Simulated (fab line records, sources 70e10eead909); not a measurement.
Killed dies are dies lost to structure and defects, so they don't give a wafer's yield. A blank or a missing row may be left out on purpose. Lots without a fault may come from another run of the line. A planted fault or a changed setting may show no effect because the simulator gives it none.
Problem report in the 8D (eight disciplines) form, filled by code | flow nand_harc | the parts of the form that need people (team, actions taken, sign-off) are left out

1. THE PROBLEM
killed_dies at NHARC_END_SORT_01 reads a mean of 676 on 2 wafers of 2 lots; wafers without a fault read 57 with a standard deviation of 17. That is +36 standard deviations from the usual mean.
First seen on wafer L888.6, day 29 17:32, on prober-02. The record holds 6 wafers of 2 lots with a number at this step. Rule for "out", or "out of limits": more than 4 standard deviations from the usual mean. The other wafers with a number count as sound.

2. WHAT IT IS AND WHAT IT IS NOT
question                    | is                           | is not
which readings at this step | killed_dies, killed_at_array | killed_at_other, killed_at_periphery, killed_short
which lots                  | L888, L891                   | -
which wafers of those lots  | L888.6, L891.6               | L888.4, L888.5, L891.3, L891.5
read on which gauges        | prober-02                    | -
when                        | from day 29 17:32            | up to then (2 sound wafers); but 2 sound wafers of L891 came after

3. SUSPECTS, AND WHAT RULES EACH OUT
Counting: a tool at a process step up to the reading stays a suspect if it ran every lot that is out. Sound lots after the first of them don't rule it out here, since some wafers of a struck lot are sound.
- the gauge at NHARC_END_SORT_01: ruled out. All the wafers that are out were read on prober-02, but those of them that NHARC_A_CONTACT_ETCH_97 has rows for are out there too, on other tools.
- rie_diel-10 at NHARC_A_CONTACT_ETCH_97 (etches the open film in C4F6/O2, target depth 20 nm, time 10 s): kept. It ran every lot that is out, first L888 (day 27 07:57). Its own readings are out on those wafers: run_length_s.
- Within rie_diel-10 at NHARC_A_CONTACT_ETCH_97: the wafers that are out ran in chamber 0; their sound lot-mates ran in chambers 1, 2, 3.
Left after counting: rie_diel-10 at NHARC_A_CONTACT_ETCH_97.

4. THE CAUSE (what the simulator had put in)
Process parameter drift: rie_diel-10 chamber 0, from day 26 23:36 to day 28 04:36, at NHARC_A_CONTACT_ETCH_97. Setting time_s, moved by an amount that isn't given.
Counting left only this tool.

5. THE CHAIN OF EFFECTS, in route order
Each row: a reading whose mean over the struck wafers that have a number lies more than 3 standard deviations from the usual. Only readings for which the record gives a usual standard deviation are gone through. hours: the time from each lot's start at the first step in this table that gives one to its start at this step, as a median over the lots. sigmas: the change in usual standard deviations.
hours | step                    | reading         | usual  | on struck wafers | change | sigmas
0     | NHARC_A_CONTACT_ETCH_97 | run_length_s    | 31.2 s | 27.4             | -3.8   | -10
59    | NHARC_END_SORT_01       | killed_at_array | 52     | 674              | +622   | +35
59    | NHARC_END_SORT_01       | killed_dies     | 57     | 676              | +620   | +36
The process steps in it:
- NHARC_A_CONTACT_ETCH_97: etches the open film in C4F6/O2, target depth 20 nm, time 10 s.

6. WHAT WOULD HAVE CAUGHT IT SOONER
In this record the first reading out of limits at a measuring or inspecting step was taken at day 29 17:32, 66 hours after the fault began at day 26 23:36.
The tool's own readings at NHARC_A_CONTACT_ETCH_97 were out on every struck wafer that the step has a row for (run_length_s): an alarm limit on them would have fired on the first of those.
All the lots that are out (2) had begun NHARC_A_CONTACT_ETCH_97 on rie_diel-10 by day 29 17:32. A hold on the tool at that time would have spared none of them.
